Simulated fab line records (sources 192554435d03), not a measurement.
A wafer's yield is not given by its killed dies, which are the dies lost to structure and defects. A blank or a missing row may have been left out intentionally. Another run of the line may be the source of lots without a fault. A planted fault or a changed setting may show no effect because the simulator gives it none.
Matching of chambers + flow n5_finfet + N5_BEOL_M15_TRENCH_ETCH_34 on rie_diel-02: 4 sister chambers
The step etches SiO2 in C4F8/O2/Ar, target depth 872.93 nm, time 199 s. 4 wafers are shown with their chamber, then 10 later ones without.

== WAFERS PAIRED WITH THEIR CHAMBERS ==
| wafer  | chamber | rf_vpp_V (V) |
|--------|---------|--------------|
| L081.2 | 1       | 2190         |
| L081.5 | 3       | 2284         |
| L091.1 | 0       | 2172         |
| L091.3 | 2       | 2250         |

== WAFERS WHOSE CHAMBER IS MISSING ==
| wafer  | rf_vpp_V (V) |
|--------|--------------|
| L091.6 | 2173         |
| L090.1 | 2283         |
| L090.2 | 2190         |
| L090.3 | 2172         |
| L095.2 | 2250         |
| L095.4 | 2172         |
| L095.5 | 2187         |
| L096.3 | 2189         |
| L096.4 | 2249         |
| L096.6 | 2171         |

== EACH ONE'S CHAMBER ==
| wafer  | from the rows above | in truth |
|--------|---------------------|----------|
| L091.6 | 0                   | 0        |
| L090.1 | 3                   | 3        |
| L090.2 | 1                   | 1        |
| L090.3 | 0                   | 0        |
| L095.2 | 2                   | 2        |
| L095.4 | 0                   | 0        |
| L095.5 | 1                   | 1        |
| L096.3 | 1                   | 1        |
| L096.4 | 2                   | 2        |
| L096.6 | 0                   | 0        |
10 of 10 placed correctly. Left unplaced by these rows: 0. Placed wrongly: 0.
How it was worked out, from the rows above alone: a wafer's distance from a chamber is the root of the sum, over the readings, of the square of ((its reading less the chamber's mean) divided by the reading's scatter). If the next closest chamber is less than 2 further off than the closest, the wafer can't be placed; otherwise it belongs to the closest. Each chamber's mean is taken over the wafers shown for it. The scatter: root of mean squared gap, hidden wafer to nearest shown wafer, with one shown wafer a chamber.
